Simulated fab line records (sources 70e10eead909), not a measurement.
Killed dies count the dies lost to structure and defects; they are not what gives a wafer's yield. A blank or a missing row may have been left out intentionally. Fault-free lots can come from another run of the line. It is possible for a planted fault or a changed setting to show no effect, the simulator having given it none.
Matching of chambers / flow nandHarc / 4 sister chambers for NHARC_P_BONDPAD_STRIP_15 on rieDiel-02
The step strips in O2. 18 wafers are shown with their chamber, then 9 later ones without.

== WAFERS WITH THEIR CHAMBER ==
wafer=L134.1; chamber=1; drypumpMotorCurrentA (A)=5.0; oesProductAu (a.u.)=0.994; rfVppV (V)=58.0
wafer=L134.2; chamber=3; drypumpMotorCurrentA (A)=5.9; oesProductAu (a.u.)=1.000; rfVppV (V)=58.5
wafer=L134.4; chamber=2; drypumpMotorCurrentA (A)=5.7; oesProductAu (a.u.)=0.991; rfVppV (V)=56.3
wafer=L137.4; chamber=2; drypumpMotorCurrentA (A)=5.7; oesProductAu (a.u.)=0.993; rfVppV (V)=57.9
wafer=L137.5; chamber=0; drypumpMotorCurrentA (A)=5.2; oesProductAu (a.u.)=0.992; rfVppV (V)=57.9
wafer=L137.6; chamber=3; drypumpMotorCurrentA (A)=5.9; oesProductAu (a.u.)=1.014; rfVppV (V)=57.4
wafer=L149.1; chamber=1; drypumpMotorCurrentA (A)=4.9; oesProductAu (a.u.)=0.993; rfVppV (V)=58.0
wafer=L149.2; chamber=0; drypumpMotorCurrentA (A)=5.2; oesProductAu (a.u.)=0.993; rfVppV (V)=58.2
wafer=L149.6; chamber=2; drypumpMotorCurrentA (A)=5.7; oesProductAu (a.u.)=1.009; rfVppV (V)=57.2
wafer=L148.1; chamber=3; drypumpMotorCurrentA (A)=5.9; oesProductAu (a.u.)=1.012; rfVppV (V)=58.0
wafer=L148.4; chamber=0; drypumpMotorCurrentA (A)=5.2; oesProductAu (a.u.)=1.008; rfVppV (V)=58.2
wafer=L148.5; chamber=1; drypumpMotorCurrentA (A)=5.0; oesProductAu (a.u.)=0.987; rfVppV (V)=59.8
wafer=L150.1; chamber=0; drypumpMotorCurrentA (A)=5.2; oesProductAu (a.u.)=0.999; rfVppV (V)=56.9
wafer=L150.4; chamber=3; drypumpMotorCurrentA (A)=5.9; oesProductAu (a.u.)=1.002; rfVppV (V)=58.7
wafer=L150.6; chamber=3; drypumpMotorCurrentA (A)=5.9; oesProductAu (a.u.)=1.007; rfVppV (V)=57.5
wafer=L152.2; chamber=3; drypumpMotorCurrentA (A)=5.9; oesProductAu (a.u.)=1.005; rfVppV (V)=58.4
wafer=L152.4; chamber=0; drypumpMotorCurrentA (A)=5.2; oesProductAu (a.u.)=0.996; rfVppV (V)=57.3
wafer=L152.6; chamber=3; drypumpMotorCurrentA (A)=5.9; oesProductAu (a.u.)=0.994; rfVppV (V)=57.1

SIGNATURES (averages over the wafers above)
reading=drypumpMotorCurrentA; chamber 0=5.200; chamber 1=4.967; chamber 2=5.700; chamber 3=5.900; scatter within a chamber=0.0218
reading=oesProductAu; chamber 0=0.99760; chamber 1=0.99133; chamber 2=0.99767; chamber 3=1.00486; scatter within a chamber=0.00696
reading=rfVppV; chamber 0=57.700; chamber 1=58.600; chamber 2=57.133; chamber 3=57.943; scatter within a chamber=0.711
Rule: a wafer lies at a distance from a chamber equal to the root of the sum of squares, over the readings, of (its reading less the chamber's mean, divided by the reading's scatter). If the next closest chamber is less than 2 further off than the closest, the wafer can't be placed; otherwise it belongs to the closest. How the scatter is found: for the shown wafers, subtract from each reading the mean of its chamber, square and add these, divide the total by (wafers less chambers), then take the root.

== WAFERS WHOSE CHAMBER IS MISSING ==
wafer=L153.1; drypumpMotorCurrentA (A)=5.1; oesProductAu (a.u.)=1.002; rfVppV (V)=59.1
wafer=L153.2; drypumpMotorCurrentA (A)=4.9; oesProductAu (a.u.)=0.992; rfVppV (V)=57.5
wafer=L153.5; drypumpMotorCurrentA (A)=5.1; oesProductAu (a.u.)=1.003; rfVppV (V)=58.8
wafer=L154.1; drypumpMotorCurrentA (A)=5.2; oesProductAu (a.u.)=1.001; rfVppV (V)=57.6
wafer=L154.4; drypumpMotorCurrentA (A)=4.9; oesProductAu (a.u.)=1.017; rfVppV (V)=57.0
wafer=L154.5; drypumpMotorCurrentA (A)=5.2; oesProductAu (a.u.)=1.005; rfVppV (V)=59.4
wafer=L155.2; drypumpMotorCurrentA (A)=5.9; oesProductAu (a.u.)=1.006; rfVppV (V)=55.6
wafer=L155.4; drypumpMotorCurrentA (A)=5.2; oesProductAu (a.u.)=1.003; rfVppV (V)=58.5
wafer=L155.5; drypumpMotorCurrentA (A)=5.9; oesProductAu (a.u.)=1.015; rfVppV (V)=58.1

== WHICH CHAMBER EACH ONE RAN IN ==
wafer=L153.1; from the rows above=can't be placed: 0 or 1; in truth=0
wafer=L153.2; from the rows above=1; in truth=1
wafer=L153.5; from the rows above=can't be placed: 0 or 1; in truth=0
wafer=L154.1; from the rows above=0; in truth=0
wafer=L154.4; from the rows above=1; in truth=1
wafer=L154.5; from the rows above=0; in truth=0
wafer=L155.2; from the rows above=3; in truth=3
wafer=L155.4; from the rows above=0; in truth=0
wafer=L155.5; from the rows above=3; in truth=3
Correctly placed: 7 of 9. Not placeable from these rows: 2 (in 2, the candidates include the true chamber). Wrongly placed: 0.
